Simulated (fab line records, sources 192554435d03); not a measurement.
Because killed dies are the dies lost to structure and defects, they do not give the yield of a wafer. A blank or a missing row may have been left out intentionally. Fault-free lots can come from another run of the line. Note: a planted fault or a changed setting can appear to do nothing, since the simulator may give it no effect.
fab line records | flow n5-finfet
record lots=7 wafers=21 last-day=16
route steps=1938 shown BEOL_M2@904 BEOL_M4@1111 PASSIVATION@1936
lots that met no fault: taken from a fault-free run of the same line
start-h: hours from the record's first day to the start of the lot's first wafer shown | wait-h: hours since the lot's step before | " identical to the entry in the row above | L1.1+2: a row that stands for several wafers | - no value, or no start given | * or withheld: withheld | < > ~ a bound
route shown NAME@n: a module of which the file shows steps, and the number in the route of the first | usual: mean/standard deviation taken from wafers without a fault | same: alike in all rows | chamber/n: place in a boat | sites: readings site by site | _std_site: how widely they spread, as a standard deviation | _edge_site: inner sites' mean taken away from outer sites' mean | radius-mm: how far each site lies from the wafer's centre | mask NAME#n: copy n | behind: tool/chamber where the wafer was last shaped | hold: the reason the lot was held/the length of the hold in hours/how it ended | device: names the non-switching transistor (n, p or np) | end of line: tests run on the same wafers once the route is complete | step lacking rows: just its recipe | killed: the dies lost at the first sort to structure and to defects; this is not the yield of the wafer | map: dies across one wafer; x = killed, . = not, _ = none there
set.NAME: the setting the step ran with; set.NAME@STEP: the setting that earlier step ran with | model.NAME: the simulator's own value behind a step, which no gauge read
a table for each step, a row for each wafer; lots at some steps of the route
services: from which hour (start-h, from the record's first day; less than 0 if before it) a tool's chamber was out of use, for how many hours, and why
## steps
# step N5_BEOL_M2_SPUTTER_48
# recipe material=Cu target-thk-a=45 temp-c=-20 chamber-pressure-pa=0.07 power-w=withheld time-s=8.29
# usual chamber-pressure-pa=0.06997/0.00014 chuck-gas-flow-sccm=1.26/0.059 throttle-valve-pct=29.8/1.3
# columns lot.wafer tool chamber start-h wait-h chamber-pressure-pa chuck-gas-flow-sccm throttle-valve-pct
L263.1 pvd-sputter-03 - 139.25 0.1 0.06986 1.32 29.6
L263.3 " - " " 0.07013 1.23 31.9
L263.4 " - " " 0.07008 1.14 27.9
L272.3 pvd-sputter-02 - 193.65 0.2 0.06996 1.26 29.7
L272.5 " - " " 0.06988 1.28 27.8
L272.6 " - " " 0.06992 1.21 29.6
L273.1 pvd-sputter-01 - 193.93 0.1 0.0698 1.27 29.3
L273.2 " - " " 0.06985 1.30 28.2
L273.4 " - " " 0.06987 1.28 30.2
L274.1 pvd-sputter-01 - 204.46 0.1 0.07004 1.19 30.6
L274.3 " - " " 0.06991 1.29 31.2
L274.5 " - " " 0.06989 1.30 29.2
L279.2 pvd-sputter-03 - 234.76 0.4 0.06985 1.17 27.9
L279.4 " - " " 0.06984 1.27 32.2
L279.5 " - " " 0.06995 1.26 28.3
L282.2 pvd-sputter-01 - 257.11 1.1 0.06992 1.23 30.3
L282.3 " - " " 0.06995 1.31 31.2
L282.6 " - " " 0.06997 1.34 30.5
L283.1 pvd-sputter-02 - 259.62 0.1 0.06998 1.25 29.7
L283.5 " - " " 0.0699 1.35 29.9
L283.6 " - " " 0.06993 1.29 29.3
# step N5_BEOL_M2_ANNEAL_49
# recipe temp-c=400 time-s=240 ambient=vacuum
# step N5_BEOL_M2_SPUTTER_79
# recipe material=Cu target-thk-a=45 temp-c=-20 chamber-pressure-pa=0.07 power-w=withheld time-s=8.29
# step N5_BEOL_M2_ANNEAL_80
# recipe temp-c=400 time-s=240 ambient=vacuum
# usual heater-power-w=851/88
# columns lot.wafer tool chamber start-h wait-h heater-power-w
L263.1 pvd-sputter-03 - 139.55 0.0 954
L263.3 " - " " 742
L263.4 " - " " 758
L272.3 pvd-sputter-02 - 193.95 0.0 751
L272.5 " - " " 818
L272.6 " - " " 958
L273.1 pvd-sputter-01 - 194.23 0.0 811
L273.2 " - " " 748
L273.4 " - " " 922
L274.1 pvd-sputter-01 - 204.76 0.0 920
L274.3 " - " " 938
L274.5 " - " " 807
L279.2 pvd-sputter-03 - 235.06 0.0 782
L279.4 " - " " 716
L279.5 " - " " 770
L282.2 pvd-sputter-01 - 257.41 0.0 953
L282.3 " - " " 943
L282.6 " - " " 922
L283.1 pvd-sputter-02 - 259.96 0.0 747
L283.5 " - " " 972
L283.6 " - " " 903
# step N5_BEOL_M2_SPUTTER_81
# recipe material=Cu target-thk-a=45 temp-c=-20 chamber-pressure-pa=0.07 power-w=withheld time-s=8.29
# step N5_BEOL_M2_ANNEAL_82
# recipe temp-c=400 time-s=240 ambient=vacuum
# step N5_BEOL_M2_SPUTTER_86
# recipe material=Cu target-thk-a=45 temp-c=-20 chamber-pressure-pa=0.07 power-w=withheld time-s=8.29
# usual chamber-pressure-pa=0.06999/0.00014 chuck-gas-flow-sccm=1.26/0.049 throttle-valve-pct=29.8/1.3
# columns lot.wafer tool chamber start-h wait-h chamber-pressure-pa chuck-gas-flow-sccm throttle-valve-pct
L263.1 pvd-sputter-03 - 139.91 0.1 0.06999 1.22 29.7
L263.3 " - " " 0.07006 1.24 32.4
L263.4 " - " " 0.06978 1.29 27.8
L272.3 pvd-sputter-02 - 194.31 0.1 0.07005 1.33 29.3
L272.5 " - " " 0.0699 1.27 28.0
L272.6 " - " " 0.06992 1.35 29.8
L273.1 pvd-sputter-01 - 194.59 0.1 0.06991 1.26 29.3
L273.2 " - " " 0.07017 1.16 28.5
L273.4 " - " " 0.06989 1.29 30.4
L274.1 pvd-sputter-01 - 205.12 0.1 0.06982 1.26 30.3
L274.3 " - " " 0.06981 1.28 31.3
L274.5 " - " " 0.06998 1.31 29.3
L279.2 pvd-sputter-03 - 235.42 0.1 0.06993 1.29 27.9
L279.4 " - " " 0.06991 1.25 32.0
L279.5 " - " " 0.07011 1.32 28.0
L282.2 pvd-sputter-01 - 257.77 0.1 0.07002 1.31 30.5
L282.3 " - " " 0.06995 1.29 30.9
L282.6 " - " " 0.06994 1.19 30.2
L283.1 pvd-sputter-02 - 260.36 0.1 0.06996 1.33 29.4
L283.5 " - " " 0.07022 1.24 30.0
L283.6 " - " " 0.06988 1.25 29.4
# step N5_BEOL_M2_ANNEAL_87
# recipe temp-c=400 time-s=240 ambient=vacuum
# step N5_BEOL_M2_SPUTTER_88
# recipe material=Cu target-thk-a=45 temp-c=-20 chamber-pressure-pa=0.07 power-w=withheld time-s=8.29
# step N5_BEOL_M2_ANNEAL_89
# recipe temp-c=400 time-s=240 ambient=vacuum
# usual heater-power-w=853/87
# columns lot.wafer tool chamber start-h wait-h heater-power-w
L263.1 pvd-sputter-03 - 140.21 0.0 943
L263.3 " - " " 745
L263.4 " - " " 792
L272.3 pvd-sputter-02 - 194.61 0.0 756
L272.5 " - " " 816
L272.6 " - " " 957
L273.1 pvd-sputter-01 - 194.89 0.0 816
L273.2 " - " " 733
L273.4 " - " " 948
L274.1 pvd-sputter-01 - 205.42 0.0 954
L274.3 " - " " 932
L274.5 " - " " 812
L279.2 pvd-sputter-03 - 235.72 0.0 766
L279.4 " - " " 755
L279.5 " - " " 765
L282.2 pvd-sputter-01 - 258.07 0.0 930
L282.3 " - " " 926
L282.6 " - " " 930
L283.1 pvd-sputter-02 - 260.70 0.0 759
L283.5 " - " " 959
L283.6 " - " " 916
# step N5_BEOL_M2_SPUTTER_90
# recipe material=Cu target-thk-a=45 temp-c=-20 chamber-pressure-pa=0.07 power-w=withheld time-s=8.29
# step N5_BEOL_M2_ANNEAL_91
# recipe temp-c=400 time-s=240 ambient=vacuum
# usual heater-power-w=851/85
# columns lot.wafer tool chamber start-h wait-h heater-power-w
L263.1 pvd-sputter-03 - 140.43 0.0 981
L263.3 " - " " 748
L263.4 " - " " 773
L272.3 pvd-sputter-02 - 194.83 0.0 765
L272.5 " - " " 790
L272.6 " - " " 982
L273.1 pvd-sputter-01 - 195.11 0.0 811
L273.2 " - " " 726
L273.4 " - " " 931
L274.1 pvd-sputter-01 - 205.64 0.0 947
L274.3 " - " " 922
L274.5 " - " " 813
L279.2 pvd-sputter-03 - 235.94 0.0 783
L279.4 " - " " 743
L279.5 " - " " 773
L282.2 pvd-sputter-01 - 258.29 0.0 931
L282.3 " - " " 920
L282.6 " - " " 915
L283.1 pvd-sputter-02 - 260.95 0.0 757
L283.5 " - " " 985
L283.6 " - " " 917
# step N5_BEOL_M2_SPUTTER_92
# recipe material=Cu target-thk-a=45 temp-c=-20 chamber-pressure-pa=0.07 power-w=withheld time-s=8.29
# usual chamber-pressure-pa=0.07001/0.00015 chuck-gas-flow-sccm=1.27/0.055 throttle-valve-pct=29.8/1.3
# columns lot.wafer tool chamber start-h wait-h chamber-pressure-pa chuck-gas-flow-sccm throttle-valve-pct
L263.1 pvd-sputter-03 - 140.57 0.1 0.07007 1.31 29.9
L263.3 " - " " 0.07014 1.31 32.0
L263.4 " - " " 0.07003 1.29 28.1
L272.3 pvd-sputter-02 - 194.97 0.1 - - -
L272.5 " - " " - - -
L272.6 " - " " - - -
L273.1 pvd-sputter-01 - 195.25 0.1 - - -
L273.2 " - " " - - -
L273.4 " - " " - - -
L274.1 pvd-sputter-01 - 205.78 0.1 - - -
L274.3 " - " " - - -
L274.5 " - " " - - -
L279.2 pvd-sputter-03 - 236.08 0.1 0.06997 1.24 27.9
L279.4 " - " " 0.06986 1.23 32.3
L279.5 " - " " 0.06994 1.27 28.0
L282.2 pvd-sputter-01 - 258.43 0.1 0.06991 1.13 30.5
L282.3 " - " " 0.07019 1.25 31.0
L282.6 " - " " 0.0701 1.29 30.2
L283.1 pvd-sputter-02 - 261.10 0.1 0.07008 1.21 29.5
L283.5 " - " " 0.07026 1.24 29.9
L283.6 " - " " 0.07001 1.31 29.5
# step N5_BEOL_M2_ANNEAL_93
# recipe temp-c=400 time-s=240 ambient=vacuum
# step N5_BEOL_M4_RC_MEAS_101
# usual DIBL_N=36.3/1 DIBL_P=36.2/1.4 IOFF_N=0.157/0.021 IOFF_P=0.206/0.025 ION_N=673/9 ION_P=461/6.4 SS_N=71.5/0.5 SS_P=73.2/0.47 VT_N=249.9/2.4 VT_P=-250.6/2.9
# columns lot.wafer tool chamber start-h wait-h DIBL_N[mV/V] DIBL_P[mV/V] IOFF_N[nA/um] IOFF_P[nA/um] ION_N[uA/um] ION_P[uA/um] SS_N[mV/dec] SS_P[mV/dec] VT_N[mV] VT_P[mV]
L263.1 prober-01 0 168.10 0.0 35.9 36.1 0.139 0.178 662 456 71.5 73.0 249.5 -254.4
L263.3 " 0 " " 36.2 36.0 0.142 0.190 675 461 71.3 72.7 249.2 -254.6
L263.4 " 0 " " 35.8 35.3 0.131 0.169 663 453 71.9 72.6 251.9 -255.3
L272.3 prober-02 0 211.57 0.3 37.2 37.5 0.185 0.213 680 455 71.5 73.9 246.9 -251.7
L272.5 " 0 " " 35.6 35.5 0.149 0.183 675 462 71.3 73.5 248.9 -252.8
L272.6 " 0 " " 35.9 35.8 0.148 0.178 672 452 71.0 72.6 251.5 -255.5
L273.1 prober-02 0 214.82 0.0 36.6 35.4 0.141 0.187 660 458 71.7 73.0 249.0 -251.4
L273.2 " 0 " " 37.3 36.1 0.148 0.201 665 454 72.1 73.3 251.6 -252.4
L273.4 " 0 " " 35.8 34.9 0.130 0.179 674 458 71.0 72.7 250.5 -252.5
L274.1 prober-01 0 233.89 0.0 36.4 36.5 0.167 0.216 683 464 71.9 72.3 247.8 -248.5
L274.3 " 0 " " 35.2 35.3 0.140 0.192 667 462 71.3 73.0 250.2 -251.0
L274.5 " 0 " " 37.2 37.3 0.179 0.237 681 470 71.3 73.4 247.5 -245.6
L279.2 prober-01 0 255.78 0.2 35.6 33.8 0.126 0.183 664 460 71.2 72.9 251.8 -251.5
L279.4 " 0 " " 35.0 33.9 0.120 0.179 667 457 70.8 73.3 252.0 -251.5
L279.5 " 0 " " 38.7 37.9 0.177 0.247 671 464 71.3 73.9 247.2 -248.3
L282.2 prober-02 0 281.26 0.2 36.6 34.8 0.135 0.168 669 453 70.4 73.2 254.0 -258.1
L282.3 " 0 " " 37.9 36.4 0.154 0.194 660 451 71.8 73.4 250.3 -253.6
L282.6 " 0 " " 35.5 33.2 0.115 0.150 644 440 71.3 72.7 256.4 -258.1
L283.1 prober-01 0 287.14 0.7 35.0 35.7 0.142 0.211 672 465 71.1 73.6 251.9 -249.7
L283.5 " 0 " " 34.8 34.8 0.135 0.197 663 460 71.2 72.9 253.0 -250.3
L283.6 " 0 " " 34.8 35.1 0.132 0.201 666 462 71.5 73.0 251.2 -251.1
# step N5_PASSIVATION_PROBE_49
# usual defect-limited-yield=91.1/1.3 killed_at_M0_to_M3=36/10 killed_at_M4_up=14/4.4 killed-at-contacts=14/5.7 killed-at-front-end=39/9.4 killed-at-other=2.9/2.6 killed-dies=105/15 killed-on-rim=14/3.5 killed-open=70/12 killed-short=34/7.1 sort_bin_5_function=5.3/0.77 sort_bin_6_memory=3.3/0.66 sort_bin_8_speed=0.00/0.007 sort-n-pass=1075/15 sort-yield-pct=91.1/1.3
# same gross-dies=1180 killed-at-back-side=0 sort_bin_4_leakage[%]=0
# columns lot.wafer tool chamber start-h wait-h defect-limited-yield[%] killed_at_M0_to_M3 killed_at_M4_up killed-at-contacts killed-at-front-end killed-at-other killed-dies killed-on-rim killed-open killed-short sort_bin_5_function[%] sort_bin_6_memory[%] sort_bin_8_speed[%] sort-n-pass sort-yield-pct[%]
L263.1 prober-02 - 274.87 0.0 91.1 21 18 21 38 7 105 18 79 26 5.7 2.7 0 1075 91.1
L263.3 prober-02 - 274.97 0.1 92.1 33 20 15 25 0 93 13 69 24 4.8 2.8 0 1087 92.1
L263.4 prober-02 - 275.02 0.2 91.3 44 11 22 25 1 103 9 76 27 5.5 2.9 0 1077 91.3
L272.3 prober-02 - 315.34 0.1 91.1 43 9 10 42 1 105 14 58 40 5.7 2.9 0 1075 91.1
L272.5 prober-02 - 315.44 0.2 91.8 42 6 7 38 4 97 15 52 35 5.2 2.6 0 1083 91.8
L272.6 prober-02 - 315.49 0.3 89.7 52 12 18 39 1 122 16 64 50 5.5 4.7 0 1058 89.7
L273.1 prober-02 - 318.51 0.0 90.5 44 25 15 26 2 112 20 69 34 6.4 2.9 0 1068 90.5
L273.2 prober-02 - 318.56 0.1 90.1 41 18 12 45 1 117 12 76 35 5.8 3.8 0 1063 90.1
L273.4 prober-02 - 318.66 0.2 92.4 35 16 9 29 1 90 10 54 30 4.9 2.5 0 1090 92.4
L274.1 prober-02 - 323.88 0.0 91.2 42 12 5 37 8 104 14 72 26 5.8 2.8 0 1076 91.2
L274.3 prober-02 - 323.98 0.1 90.4 44 9 16 36 8 113 10 75 32 4.5 5.0 0 1067 90.4
L274.5 prober-02 - 324.08 0.2 91.9 38 11 10 27 10 96 12 46 47 4.7 2.9 0 1084 91.9
L279.2 prober-02 - 351.99 0.1 91.6 26 8 24 41 0 99 13 73 26 5.5 2.7 0 1081 91.6
L279.4 prober-02 - 352.09 0.2 91.4 41 13 16 31 1 102 13 75 25 4.8 3.4 0 1078 91.4
L279.5 prober-02 - 352.14 0.2 91.3 39 12 9 41 2 103 14 70 32 5.6 2.9 0 1077 91.3
L282.2 prober-02 - 389.55 0.1 88.6 72 15 4 43 1 135 15 83 50 6.8 4.1 0 1045 88.6
L282.3 prober-02 - 389.60 0.1 88.3 50 20 13 53 2 138 23 87 43 5.9 4.7 0 1042 88.3
L282.6 prober-02 - 389.75 0.3 89.6 35 24 22 42 0 123 13 83 40 6.4 3.9 0.08 1056 89.5
L283.1 prober-02 - 390.17 0.0 90.5 36 17 18 41 0 112 16 71 38 5.8 3.4 0 1068 90.5
L283.5 prober-02 - 390.37 0.2 89.8 38 10 33 39 0 120 17 87 33 5.5 4.4 0 1060 89.8
L283.6 prober-02 - 390.42 0.3 90.5 55 11 15 31 0 112 11 75 36 5.4 3.6 0 1068 90.5
# killed by level:class
L263.1 MOL_CONTACT_COAG:geometric-particle:open=16 BEOL_M4:geometric-particle:open=13 STI_FIN_REVEAL:geometric-particle:open=10 BEOL_M0_SAQP:geometric-particle:open=6 FIN_SAQP:geometric-particle:short=5 DUMMY_GATE:geometric-particle:open=5 MOL_CONTACT_COAG:geometric-particle:short=5 BEOL_M2:geometric-particle:open=5
L263.3 MOL_CONTACT_COAG:geometric-particle:open=13 BEOL_M0_SAQP:geometric-particle:short=8 BEOL_M4:geometric-particle:open=8 BEOL_M0_SAQP:geometric-particle:open=7 DUMMY_GATE:geometric-particle:open=6 BEOL_M3:geometric-particle:open=5 FIN_SAQP:geometric-particle:open=4 GATE_CUT:geometric-particle:short=3
L263.4 MOL_CONTACT_COAG:geometric-particle:open=18 BEOL_M3:geometric-particle:open=15 BEOL_M0_SAQP:geometric-particle:open=13 FIN_SAQP:geometric-particle:short=8 BEOL_M2:geometric-particle:open=7 BEOL_M0_SAQP:geometric-particle:short=6 MOL_CONTACT_COAG:geometric-particle:short=4 BEOL_M4:geometric-particle:open=4
L272.3 BEOL_M0_SAQP:geometric-particle:open=10 FIN_SAQP:geometric-particle:short=9 BEOL_M0_SAQP:geometric-particle:short=9 BEOL_M3:geometric-particle:open=8 MOL_CONTACT_COAG:geometric-particle:open=8 GATE_CUT:geometric-particle:short=7 STI_FIN_REVEAL:geometric-particle:open=6 BEOL_M4:geometric-particle:open=6
L272.5 BEOL_M0_SAQP:geometric-particle:open=11 FIN_SAQP:geometric-particle:short=10 BEOL_M2:interface-void-opened=9 STI_FIN_REVEAL:geometric-particle:open=7 BEOL_M0_SAQP:geometric-particle:short=7 BEOL_M2:geometric-particle:open=6 MOL_CONTACT_COAG:geometric-particle:open=5 STARTING-WAFER:geometric-particle:open=5
L272.6 FIN_SAQP:geometric-particle:short=14 MOL_CONTACT_COAG:geometric-particle:open=14 BEOL_M0_SAQP:geometric-particle:open=11 BEOL_M0_SAQP:geometric-particle:short=11 BEOL_M3:geometric-particle:open=10 FIN_SAQP:geometric-particle:open=8 GATE_CUT:geometric-particle:short=8 BEOL_M2:interface-void-opened=7
L273.1 MOL_CONTACT_COAG:geometric-particle:open=13 BEOL_M4:geometric-particle:open=11 BEOL_M0_SAQP:geometric-particle:short=9 BEOL_M0_SAQP:geometric-particle:open=9 STI_FIN_REVEAL:geometric-particle:open=7 BEOL_M1:geometric-particle:open=7 BEOL_M4:geometric-particle:short=6 BEOL_M3:geometric-particle:open=5
L273.2 FIN_SAQP:geometric-particle:open=16 BEOL_M0_SAQP:geometric-particle:short=8 BEOL_M0_SAQP:geometric-particle:open=8 STI_FIN_REVEAL:geometric-particle:open=7 MOL_CONTACT_COAG:geometric-particle:open=7 BEOL_M2:geometric-particle:open=7 BEOL_M4:geometric-particle:open=7 MOL_CONTACT_COAG:geometric-particle:short=5
L273.4 STI_FIN_REVEAL:geometric-particle:open=9 BEOL_M0_SAQP:geometric-particle:open=8 MOL_CONTACT_COAG:geometric-particle:open=7 BEOL_M2:geometric-particle:open=7 BEOL_M4:geometric-particle:open=6 BEOL_M3:geometric-particle:short=6 FIN_SAQP:geometric-particle:short=4 BEOL_M1:geometric-particle:open=4
L274.1 STI_FIN_REVEAL:geometric-particle:open=10 BEOL_M1:geometric-particle:open=9 STARTING-WAFER:geometric-particle:open=8 BEOL_M2:geometric-particle:open=7 BEOL_M3:geometric-particle:open=7 BEOL_M0_SAQP:geometric-particle:short=6 BEOL_M0_SAQP:geometric-particle:open=5 BEOL_M5:geometric-particle:open=5
L274.3 MOL_CONTACT_COAG:geometric-particle:open=14 BEOL_M0_SAQP:geometric-particle:open=10 STI_FIN_REVEAL:geometric-particle:open=9 BEOL_M0_SAQP:geometric-particle:short=7 FIN_SAQP:geometric-particle:open=6 BEOL_M1:geometric-particle:open=6 BEOL_M2:geometric-particle:open=6 BEOL_M2:interface-void-opened=6
L274.5 BEOL_M0_SAQP:geometric-particle:short=11 BEOL_M2:geometric-particle:open=11 FIN_SAQP:geometric-particle:short=6 MOL_CONTACT_COAG:geometric-particle:open=6 BEOL_M3:geometric-particle:open=6 STI_FIN_REVEAL:geometric-particle:open=5 STARTING-WAFER:geometric-particle:short=5 PASS1_CAP:geometric-particle:short=4
L279.2 MOL_CONTACT_COAG:geometric-particle:open=20 STI_FIN_REVEAL:geometric-particle:open=14 FIN_SAQP:geometric-particle:open=8 BEOL_M2:geometric-particle:open=7 BEOL_M3:geometric-particle:open=7 FIN_SAQP:geometric-particle:short=5 BEOL_M1:geometric-particle:open=5 MOL_CONTACT_COAG:geometric-particle:short=4
L279.4 MOL_CONTACT_COAG:geometric-particle:open=15 BEOL_M1:geometric-particle:open=10 BEOL_M2:geometric-particle:open=8 BEOL_M3:geometric-particle:open=8 BEOL_M4:geometric-particle:open=7 FIN_SAQP:geometric-particle:open=6 STI_FIN_REVEAL:geometric-particle:open=5 BEOL_M1:geometric-particle:short=5
L279.5 FIN_SAQP:geometric-particle:open=11 BEOL_M1:geometric-particle:open=11 MOL_CONTACT_COAG:geometric-particle:open=8 BEOL_M0_SAQP:geometric-particle:open=8 FIN_SAQP:geometric-particle:short=6 STI_FIN_REVEAL:geometric-particle:open=6 BEOL_M2:geometric-particle:open=6 BEOL_M3:geometric-particle:open=4
L282.2 BEOL_M3:geometric-particle:open=20 BEOL_M0_SAQP:geometric-particle:short=13 BEOL_M0_SAQP:geometric-particle:open=11 FIN_SAQP:geometric-particle:short=10 BEOL_M1:geometric-particle:open=10 STI_FIN_REVEAL:geometric-particle:open=9 FIN_SAQP:geometric-particle:open=7 BEOL_M4:geometric-particle:open=7
L282.3 STI_FIN_REVEAL:geometric-particle:open=15 BEOL_M3:geometric-particle:open=15 BEOL_M4:geometric-particle:open=12 MOL_CONTACT_COAG:geometric-particle:open=11 FIN_SAQP:geometric-particle:short=10 BEOL_M3:geometric-particle:short=7 BEOL_M0_SAQP:geometric-particle:short=6 BEOL_M2:geometric-particle:open=5
L282.6 MOL_CONTACT_COAG:geometric-particle:open=16 BEOL_M4:geometric-particle:open=13 STI_FIN_REVEAL:geometric-particle:open=9 FIN_SAQP:geometric-particle:open=8 MOL_CONTACT_COAG:geometric-particle:short=6 BEOL_M0_SAQP:geometric-particle:open=6 BEOL_M0:geometric-particle:open=6 BEOL_M2:geometric-particle:open=5
L283.1 MOL_CONTACT_COAG:geometric-particle:open=15 BEOL_M0_SAQP:geometric-particle:short=11 BEOL_M0_SAQP:geometric-particle:open=11 FIN_SAQP:geometric-particle:open=9 BEOL_M4:geometric-particle:open=9 FIN_SAQP:geometric-particle:short=7 BEOL_M2:geometric-particle:open=5 ILD0:geometric-particle:open=4
L283.5 MOL_CONTACT_COAG:geometric-particle:open=26 STI_FIN_REVEAL:geometric-particle:open=15 BEOL_M1:geometric-particle:open=13 BEOL_M0_SAQP:geometric-particle:open=9 MOL_CONTACT_COAG:geometric-particle:short=7 BEOL_M2:geometric-particle:open=6 BEOL_M0_SAQP:geometric-particle:short=5 FIN_SAQP:geometric-particle:open=4
L283.6 BEOL_M0_SAQP:geometric-particle:open=16 MOL_CONTACT_COAG:geometric-particle:open=12 BEOL_M0:geometric-particle:open=10 BEOL_M0_SAQP:geometric-particle:short=9 FIN_SAQP:geometric-particle:open=7 BEOL_M2:geometric-particle:open=7 GATE_CUT:geometric-particle:short=6 FIN_SAQP:geometric-particle:short=5
## services
# columns tool chamber start-h hours kind
pvd-sputter-02 - 125.20 3.7 repair
## key
first-sign step=N5_BEOL_M2_SPUTTER_92 reading=tool-record direction=missing
effect none on later readings
met-at N5_BEOL_M2_SPUTTER_92
struck-wafers L272.3,L272.5,L272.6,L273.1,L273.2,L273.4,L274.1,L274.3,L274.5
fault kind=skipped-step-whole tool=pvd-sputter-01,pvd-sputter-02 chamber=- onset-h=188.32 steps=N5_BEOL_M2_SPUTTER_92 scope=struck-lots-only
